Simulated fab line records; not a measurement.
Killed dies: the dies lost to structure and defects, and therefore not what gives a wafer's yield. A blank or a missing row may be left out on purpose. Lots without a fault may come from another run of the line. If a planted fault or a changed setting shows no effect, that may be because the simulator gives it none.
fab line records ; flow n5Finfet
record: lots: 9; wafers: 27; lastDay: 17
route steps=1938 shown MOL_CONTACT_COAG@622 BEOL_M0_SAQP@653 BEOL_M4@1111 PASSIVATION@1936
lots with no fault: from the same line, run without faults
startH: hours from the record's opening day to when the first of the lot's shown wafers began ; waitH: hours elapsed since this lot's preceding step ; " the same as in the row above ; L1.1+2: a single row standing in for several wafers ; - no value present, or no start provided ; * or withheld: withheld ; < > ~ a bound
route shown NAME@n: names a module that has steps shown in the file, with the first one's number in the route ; usual: the fault-free wafers' mean and standard deviation ; same: alike in all rows ; chamber/n: place in a boat ; sites: the reading at each site ; _std_site: standard deviation of those values ; _edge_site: inner sites' mean taken away from outer sites' mean ; radiusMm: for every site, how far away it sits from the centre of the wafer ; mask NAME#n: copy n ; behind: the most recent tool/chamber to have shaped the wafer ; hold: cause of the lot's hold/its duration in hours/its outcome ; device: names the non-switching transistor (n, p or np) ; end of line: tests of these same wafers at the route's end ; a step without rows: its recipe alone ; killed: dies that structure and defects cost at the first sort, which is not the same as the wafer's yield ; map: per-die view of a wafer (x killed, . not killed, _ where there is no die)
set.NAME: the setting as run; set.NAME@STEP: as run at that earlier step ; model.NAME: the simulator's own value behind a step, which no gauge read
route steps across a sampled set of lots; one table per step, one row per wafer
services: when a tool's chamber went out of use (startH, in hours from the record's first day, below 0 if earlier), for how many hours, and the reason
== steps ==
step: N5_MOL_CONTACT_COAG_CD_MEAS_101
recipe: targetCdNm: 16
usual: cdNm: 16.1/0.35
lot.wafer;tool;chamber;startH;waitH;cdNm
L253.1;cdSem-03;-;118.64;0.0;16.1
L253.3;cdSem-03;-;118.64;0.0;16.1
L253.6;cdSem-03;-;118.64;0.0;16.8
L258.2;cdSem-03;-;153.84;0.0;16.3
L258.5;cdSem-03;-;153.84;0.0;15.5
L258.6;cdSem-03;-;153.84;0.0;15.5
L262.3;cdSem-02;-;176.88;0.0;16.5
L262.5;cdSem-02;-;176.88;0.0;16.5
L262.6;cdSem-02;-;176.88;0.0;16.4
L261.3;cdSem-01;-;179.26;0.0;16.3
L261.4;cdSem-01;-;179.26;0.0;16.4
L261.5;cdSem-01;-;179.26;0.0;16.6
L263.2;cdSem-01;-;180.91;0.0;16.1
L263.4;cdSem-01;-;180.91;0.0;16.2
L263.5;cdSem-01;-;180.91;0.0;16.0
L265.1;cdSem-01;-;196.73;0.0;15.7
L265.3;cdSem-01;-;196.73;0.0;15.8
L265.4;cdSem-01;-;196.73;0.0;15.8
L266.1;cdSem-02;-;197.26;0.0;16.4
L266.2;cdSem-02;-;197.26;0.0;16.5
L266.3;cdSem-02;-;197.26;0.0;16.6
L269.2;cdSem-02;-;214.94;0.0;15.7
L269.3;cdSem-02;-;214.94;0.0;16.1
L269.4;cdSem-02;-;214.94;0.0;16.0
L272.2;cdSem-01;-;233.93;0.0;16.2
L272.3;cdSem-01;-;233.93;0.0;16.4
L272.5;cdSem-01;-;233.93;0.0;16.2
step: N5_BEOL_M0_SAQP_ETCH_83
recipe: chemistry: CF4; target: SiARC; targetDepthA: 390; maskMaterial: CAR-ArF; timeS: 65; ionEnergyEv: 80; pressureMtorr: 40; sourceW: 545; biasW: 36; Ar_flow_sccm: 100; cf4FlowSccm: 100; ends: cleared
usual: drypumpMotorCurrentA: 5.8/0.57; etchRfOnTimeS: 65.5/1.1; oesProductAu: 0.64/0.054; rfVppV: 184.0/1.1; showerheadPlenumPTorr: 2.13/0.068; throttleValvePct: 15.6/0.31
lot.wafer;tool;chamber;startH;waitH;drypumpMotorCurrentA;etchRfOnTimeS;oesProductAu;rfHoursCounterH;rfVppV;showerheadPlenumPTorr;throttleValvePct
L253.1;rieDiel-03;2;129.59;0.0;5.6;64.5;0.64;189;185.1;2.13;15.8
L253.3;rieDiel-03;1;129.59;0.0;6.3;64.8;0.61;204;185.5;2.21;15.4
L253.6;rieDiel-03;0;129.59;0.0;5.1;65.9;0.61;-;182.7;2.13;16.0
L258.2;rieDiel-03;2;162.28;0.0;5.6;65.8;0.63;199;183.8;2.12;15.8
L258.5;rieDiel-03;2;162.28;0.0;5.6;65.1;0.63;-;182.9;2.12;15.8
L258.6;rieDiel-03;1;162.28;0.0;6.3;65.3;0.60;-;183.8;2.20;15.4
L262.3;rieDiel-04;0;183.13;0.0;5.9;64.5;0.64;131;181.9;1.98;15.6
L262.5;rieDiel-04;1;183.13;0.0;5.3;64.3;0.71;-;183.2;2.07;15.2
L262.6;rieDiel-04;0;183.13;0.0;5.9;64.7;0.64;-;181.7;1.98;15.6
L261.3;rieDiel-02;1;186.24;0.0;6.6;66.7;0.59;203;184.1;2.20;15.8
L261.4;rieDiel-02;0;186.24;0.0;5.8;67.7;0.59;223;186.2;2.22;16.2
L261.5;rieDiel-02;0;186.24;0.0;5.7;67.9;0.59;-;185.8;2.22;16.3
L263.2;rieDiel-04;1;191.49;0.0;5.3;65.3;0.71;91;182.5;2.07;15.2
L263.4;rieDiel-04;2;191.49;0.0;5.2;66.8;0.63;151;183.7;2.14;15.2
L263.5;rieDiel-04;3;191.49;0.0;6.2;65.1;0.62;-;184.5;2.13;15.6
L265.1;rieDiel-04;3;204.05;0.0;6.2;64.9;0.62;210;185.0;2.13;15.7
L265.3;rieDiel-04;0;204.05;0.0;5.9;64.3;0.65;137;181.9;1.98;15.6
L265.4;rieDiel-04;2;204.05;0.0;5.2;66.3;0.64;154;183.7;2.13;15.3
L266.1;rieDiel-02;2;205.58;0.0;4.7;62.9;0.80;9;184.5;2.20;15.5
L266.2;rieDiel-02;3;205.58;0.0;6.6;64.9;0.73;54;184.6;2.10;15.2
L266.3;rieDiel-02;0;205.58;0.0;5.7;67.7;0.59;230;184.0;2.21;16.3
L269.2;rieDiel-04;3;221.05;0.0;6.2;65.4;0.62;216;183.7;2.13;15.6
L269.3;rieDiel-04;2;221.05;0.0;5.2;67.2;0.63;160;185.9;2.13;15.3
L269.4;rieDiel-04;2;221.05;0.0;5.2;67.3;0.63;-;183.4;2.13;15.3
L272.2;rieDiel-03;1;242.50;0.0;6.3;66.1;0.58;241;184.3;2.19;15.5
L272.3;rieDiel-03;3;242.50;0.0;5.8;65.3;0.65;113;185.0;2.15;15.4
L272.5;rieDiel-03;1;242.50;0.0;6.3;66.2;0.59;-;184.2;2.19;15.5
step: N5_BEOL_M0_SAQP_MANDREL_ETCH_103
recipe: chemistry: HBr/Cl2; target: a-Si; targetDepthA: 450; btTimeS: 10; stopOn: SiCN; maskMaterial: SiO2; overEtchFrac: 0.8; timeS: 27; pressureMtorr: 10; icpW: 800; biasW: 75; HBr_flow_sccm: 150; Cl2_flow_sccm: 80; ends: endPoint
usual: drypumpMotorCurrentA: 5.7/0.38; oesProductAu: 0.680/0.011; overEtchFrac: 0.8/0; throttleValvePct: 35.4/0.33
lot.wafer;tool;chamber;startH;waitH;drypumpMotorCurrentA;oesProductAu;overEtchFrac;rfHoursCounterH;throttleValvePct
L253.1;rieSi-01;1;132.42;0.0;6.3;0.679;0.8;118;35.4
L253.3;rieSi-01;2;132.42;0.0;5.8;0.686;0.8;142;35.4
L253.6;rieSi-01;3;132.42;0.0;5.8;0.666;0.8;-;35.3
L258.2;rieSi-01;2;164.03;0.0;5.9;0.553;1.7597;143;35.7
L258.5;rieSi-01;0;164.03;0.0;5.9;0.541;1.7597;-;35.5
L258.6;rieSi-01;3;164.03;0.0;5.8;0.537;1.7597;-;35.7
L262.3;rieSi-06;1;187.07;0.0;5.9;0.679;0.8;88;35.7
L262.5;rieSi-06;2;187.07;0.0;5.9;0.671;0.8;-;35.1
L262.6;rieSi-06;3;187.07;0.0;5.0;0.694;0.8;-;35.0
L261.3;rieSi-01;2;187.95;0.0;5.9;0.555;1.7597;143;35.7
L261.4;rieSi-01;3;187.95;0.0;5.8;0.540;1.7597;131;35.7
L261.5;rieSi-01;1;187.95;0.0;6.3;0.544;1.7597;-;35.6
L263.2;rieSi-06;0;193.54;0.0;6.0;0.662;0.8;148;35.5
L263.4;rieSi-06;2;193.54;0.0;5.9;0.683;0.8;9;35.1
L263.5;rieSi-06;1;193.54;0.0;6.0;0.697;0.8;-;35.7
L265.1;rieSi-04;2;205.88;0.0;5.6;0.669;0.8;57;35.5
L265.3;rieSi-04;0;205.88;0.0;5.5;0.693;0.8;112;35.5
L265.4;rieSi-04;1;205.88;0.0;5.4;0.685;0.8;171;35.2
L266.1;rieSi-06;3;207.65;0.0;5.0;0.686;0.8;20;35.0
L266.2;rieSi-06;0;207.65;0.0;6.0;0.660;0.8;148;35.6
L266.3;rieSi-06;1;207.65;0.0;5.9;0.683;0.8;88;35.7
L269.2;rieSi-04;1;222.81;0.0;5.4;0.682;0.8;172;35.2
L269.3;rieSi-04;2;222.81;0.0;5.6;0.669;0.8;58;35.5
L269.4;rieSi-04;0;222.81;0.0;5.5;0.681;0.8;112;35.4
L272.2;rieSi-01;1;245.11;0.0;6.3;0.666;0.8;121;35.4
L272.3;rieSi-01;3;245.11;0.0;5.8;0.666;0.8;131;35.3
L272.5;rieSi-01;0;245.11;0.0;5.9;0.668;0.8;-;35.2
step: N5_BEOL_M0_SAQP_RECESS_104
recipe: chemistry: HF/NH3; target: SiO2; targetDepthA: 180; afsCycles: 3; tempC: 30; sublimationTempC: 180; sublimationTimeS: 60
usual: drypumpMotorCurrentA: 5.5/0.42; tempC: 30.01/0.1
lot.wafer;tool;chamber;startH;waitH;drypumpMotorCurrentA;tempC
L253.1;vaporEtch-01;1;132.50;0.1;6.2;30.03
L253.3;vaporEtch-01;0;132.50;0.1;5.2;30.06
L253.6;vaporEtch-01;0;132.50;0.1;5.2;30.19
L258.2;vaporEtch-02;1;164.11;0.1;5.1;30.07
L258.5;vaporEtch-02;0;164.11;0.1;5.6;30.21
L258.6;vaporEtch-02;1;164.11;0.1;5.2;29.98
L262.3;vaporEtch-02;0;187.27;0.2;5.7;29.82
L262.5;vaporEtch-02;1;187.27;0.2;5.1;29.92
L262.6;vaporEtch-02;0;187.27;0.2;5.7;29.95
L261.3;vaporEtch-02;1;188.15;0.2;5.1;29.77
L261.4;vaporEtch-02;0;188.15;0.2;5.7;29.92
L261.5;vaporEtch-02;0;188.15;0.2;5.7;29.88
L263.2;vaporEtch-01;0;193.62;0.1;5.2;30.08
L263.4;vaporEtch-01;1;193.62;0.1;6.2;30.03
L263.5;vaporEtch-01;1;193.62;0.1;6.2;30.11
L265.1;vaporEtch-02;1;205.96;0.1;5.1;30.10
L265.3;vaporEtch-02;0;205.96;0.1;5.6;30.10
L265.4;vaporEtch-02;1;205.96;0.1;5.1;29.99
L266.1;vaporEtch-02;1;207.73;0.1;5.1;29.95
L266.2;vaporEtch-02;0;207.73;0.1;5.7;30.12
L266.3;vaporEtch-02;0;207.73;0.1;5.6;29.92
L269.2;vaporEtch-01;0;222.89;0.1;5.2;30.19
L269.3;vaporEtch-01;0;222.89;0.1;5.2;30.01
L269.4;vaporEtch-01;1;222.89;0.1;6.2;29.94
L272.2;vaporEtch-02;1;245.19;0.1;5.1;29.78
L272.3;vaporEtch-02;1;245.19;0.1;5.2;29.91
L272.5;vaporEtch-02;0;245.19;0.1;5.7;30.07
step: N5_BEOL_M4_RC_MEAS_101
usual: DIBL_N: 36.5/2; DIBL_P: 36.5/2.3; IOFF_N: 0.16/0.036; IOFF_P: 0.21/0.037; ION_N: 672/12; ION_P: 459/7.1; SS_N: 71.6/0.73; SS_P: 73.4/0.76; VT_N: 250/3.3; VT_P: -250.5/2.9
lot.wafer;tool;chamber;startH;waitH;DIBL_N[mV/V];DIBL_P[mV/V];IOFF_N[nA/um];IOFF_P[nA/um];ION_N[uA/um];ION_P[uA/um];SS_N[mV/dec];SS_P[mV/dec];VT_N[mV];VT_P[mV]
L253.1;prober-02;0;189.55;0.0;36.7;36.7;0.18;0.21;680;458;71.9;73.9;246;-251.4
L253.3;prober-02;0;189.55;0.0;34.8;35.0;0.14;0.19;679;463;71.4;73.4;251;-252.9
L253.6;prober-02;0;189.55;0.0;35.7;36.1;0.16;0.20;670;464;71.3;73.5;249;-251.7
L258.2;prober-01;0;227.04;0.2;36.7;35.7;0.15;0.18;670;459;70.9;73.6;249;-253.0
L258.5;prober-01;0;227.04;0.2;34.2;33.3;0.12;0.16;660;451;70.6;72.8;252;-255.4
L258.6;prober-01;0;227.04;0.2;36.2;34.4;0.14;0.17;665;450;70.7;73.2;250;-252.7
L262.3;prober-01;0;257.46;0.3;38.3;36.8;0.19;0.25;684;464;71.7;74.4;245;-248.6
L262.5;prober-01;0;257.46;0.3;39.4;37.8;0.24;0.27;693;465;72.8;74.5;243;-247.5
L262.6;prober-01;0;257.46;0.3;38.6;37.5;0.21;0.27;680;462;72.3;74.3;247;-247.8
L263.2;prober-01;0;259.40;0.2;36.3;36.2;0.16;0.20;663;448;71.8;73.1;250;-252.3
L263.4;prober-01;0;259.40;0.2;37.4;36.3;0.19;0.21;652;446;73.3;73.4;250;-249.7
L263.5;prober-01;0;259.40;0.2;37.3;38.8;0.20;0.25;669;463;72.6;73.4;247;-246.2
L261.3;prober-02;0;260.43;0.3;36.6;37.2;0.17;0.23;676;463;71.1;73.9;250;-246.2
L261.4;prober-02;0;260.43;0.3;37.1;38.2;0.18;0.26;684;472;71.7;74.3;246;-246.0
L261.5;prober-02;0;260.43;0.3;34.2;34.3;0.12;0.18;663;460;70.6;72.4;255;-249.6
L266.1;prober-02;0;262.70;0.0;37.0;35.9;0.15;0.20;671;459;72.1;73.0;251;-251.3
L266.2;prober-02;0;262.70;0.0;37.3;34.9;0.14;0.19;645;444;71.8;72.9;253;-251.0
L266.3;prober-02;0;262.70;0.0;39.1;38.0;0.19;0.25;681;464;71.4;73.8;249;-246.2
L265.1;prober-01;0;263.28;0.0;35.6;38.7;0.16;0.20;675;459;71.5;74.3;250;-251.6
L265.3;prober-01;0;263.28;0.0;36.9;39.1;0.17;0.21;672;456;71.8;74.2;250;-252.3
L265.4;prober-01;0;263.28;0.0;33.8;34.8;0.12;0.15;659;451;71.3;72.7;255;-258.8
L269.2;prober-02;0;296.75;0.2;36.0;36.4;0.16;0.20;654;452;72.2;73.7;251;-253.1
L269.3;prober-02;0;296.75;0.2;32.4;33.5;0.12;0.16;668;463;70.2;72.5;250;-252.6
L269.4;prober-02;0;296.75;0.2;38.2;40.1;0.22;0.26;693;474;72.2;73.2;244;-248.4
L272.2;prober-01;0;309.41;0.2;38.1;41.2;0.24;0.30;691;474;72.1;73.9;243;-243.0
L272.3;prober-01;0;309.41;0.2;37.5;39.5;0.21;0.26;684;467;71.8;74.3;248;-246.6
L272.5;prober-01;0;309.41;0.2;37.7;39.4;0.21;0.26;661;449;72.3;74.0;247;-245.4
step: N5_PASSIVATION_PROBE_49
usual: defectLimitedYield: 91.4/1.4; killed_at_M0_to_M3: 33/11; killed_at_M4_up: 13/5.3; killedAtContacts: 13/6.1; killedAtFrontEnd: 40/11; killedAtOther: 2.9/2.7; killedDies: 102/17; killedOpen: 68/13; killedShort: 32/7.5; sort_bin_5_function: 5.1/0.98; sort_bin_6_memory: 3.2/0.69; sort_bin_8_speed: 0.1/1.1; sortNPass: 1077/21; sortYieldPct: 91.3/1.7
same: grossDies: 1180; killedAtBackSide: 0; sort_bin_4_leakage[%]: 0
lot.wafer;tool;chamber;startH;waitH;defectLimitedYield[%];killed_at_M0_to_M3;killed_at_M4_up;killedAtContacts;killedAtFrontEnd;killedAtOther;killedDies;killedOpen;killedShort;sort_bin_5_function[%];sort_bin_6_memory[%];sort_bin_8_speed[%];sortNPass;sortYieldPct[%]
L261.3;prober-02;-;390.38;0.1;91.6;36;11;11;28;13;99;66;32;4.6;3.3;0;1081;91.6
L261.4;prober-02;-;390.43;0.2;92.4;30;7;13;36;4;90;58;32;3.9;3.4;0;1090;92.4
L261.5;prober-02;-;390.48;0.2;90.8;40;12;10;41;5;108;76;30;5.3;3.5;0;1072;90.8
L265.1;prober-02;-;391.82;0.0;91.0;32;15;10;45;4;106;65;38;6.0;2.7;0;1074;91.0
L265.3;prober-02;-;391.92;0.1;90.3;31;20;15;46;2;114;75;39;5.6;3.8;0;1066;90.3
L265.4;prober-02;-;391.97;0.2;90.9;31;17;12;42;5;107;78;27;5.0;3.6;0;1073;90.9
killed by level:class
L261.3 BEOL_M0_SAQP:geometricParticle:open=11 BEOL_M0_SAQP:geometricParticle:short=10 MOL_CONTACT_COAG:geometricParticle:open=9 STARTING-WAFER:geometricParticle:short=7 FIN_SAQP:geometricParticle:open=6 BEOL_M2:geometricParticle:open=6 PASS1_CAP:geometricParticle:open=5 GATE_CUT:geometricParticle:open=4
L261.4 BEOL_M2:geometricParticle:open=12 FIN_SAQP:geometricParticle:open=11 MOL_CONTACT_COAG:geometricParticle:open=10 GATE_CUT:geometricParticle:short=8 BEOL_M0_SAQP:geometricParticle:open=5 BEOL_M0_SAQP:geometricParticle:short=5 STARTING-WAFER:geometricParticle:short=4 STARTING-WAFER:geometricParticle:open=4
L261.5 FIN_SAQP:geometricParticle:open=12 MOL_CONTACT_COAG:geometricParticle:open=9 BEOL_M4:geometricParticle:open=9 FIN_SAQP:geometricParticle:short=8 BEOL_M0_SAQP:geometricParticle:open=8 BEOL_M2:geometricParticle:open=8 BEOL_M0_SAQP:geometricParticle:short=7 BEOL_M1:geometricParticle:open=7
L265.1 BEOL_M3:geometricParticle:open=11 FIN_SAQP:geometricParticle:open=10 STI_FIN_REVEAL:geometricParticle:open=9 MOL_CONTACT_COAG:geometricParticle:open=8 FIN_SAQP:geometricParticle:short=7 BEOL_M0_SAQP:geometricParticle:open=7 BEOL_M0_SAQP:geometricParticle:short=7 STI_FIN_REVEAL:geometricParticle:short=5
L265.3 FIN_SAQP:geometricParticle:open=11 MOL_CONTACT_COAG:geometricParticle:open=11 STI_FIN_REVEAL:geometricParticle:open=9 BEOL_M0_SAQP:geometricParticle:open=8 BEOL_M2:geometricParticle:open=6 FIN_SAQP:geometricParticle:short=5 BEOL_M0_SAQP:geometricParticle:short=5 BEOL_M3:geometricParticle:open=5
L265.4 STI_FIN_REVEAL:geometricParticle:open=18 MOL_CONTACT_COAG:geometricParticle:open=10 BEOL_M0_SAQP:geometricParticle:open=10 FIN_SAQP:geometricParticle:open=9 BEOL_M0_SAQP:geometricParticle:short=8 BEOL_M4:geometricParticle:open=6 BEOL_M3:geometricParticle:open=5 STARTING-WAFER:geometricParticle:short=5
== services ==
tool;chamber;startH;hours;kind
rieDiel-03;3;133.54;12.3;repair
rieDiel-02;2;139.95;-;clean
rieDiel-02;2;139.95;-;consumableReplace:focusRing
rieDiel-02;2;139.95;34.7;scheduledDown
rieDiel-02;2;139.95;34.7;ventCycle
rieDiel-03;2;143.43;10.1;repair
rieSi-01;0;179.24;4.7;repair
rieSi-06;0;185.11;3.5;repair
rieDiel-04;1;209.51;16.5;repair
rieSi-06;0;231.56;101.1;repair
rieDiel-02;0;238.33;5.8;repair
rieDiel-03;0;241.10;-;clean
rieDiel-03;0;241.10;-;consumableReplace:focusRing
rieDiel-03;0;241.10;13.3;scheduledDown
rieDiel-03;0;241.10;13.3;ventCycle
== key ==
firstSign: step: N5_BEOL_M0_SAQP_MANDREL_ETCH_103; reading: overEtchFrac; direction: up; sigmas: 99+; usual: 0.8; struck: 1.7597
effect: step: N5_BEOL_M0_SAQP_MANDREL_ETCH_103; reading: oesProductAu; direction: down; sigmas: 13; usual: 0.680; struck: 0.545
metAt N5_BEOL_M0_SAQP_MANDREL_ETCH_103
struckLots L258,L261
notActingAt N5_MOL_CONTACT_COAG_CD_MEAS_101,N5_BEOL_M0_SAQP_ETCH_83,N5_BEOL_M0_SAQP_RECESS_104
onsetBetween 132.42 164.03
fault: kind: processParameterDrift; tool: rieSi-01; chamber: -; onsetH: 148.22; steps: N5_BEOL_M0_SAQP_MANDREL_ETCH_103; channel: overEtchFrac; offset: 0.95973; shape: step; endH: 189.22; actsIn: theseRecipesOnly; stated: 0.8
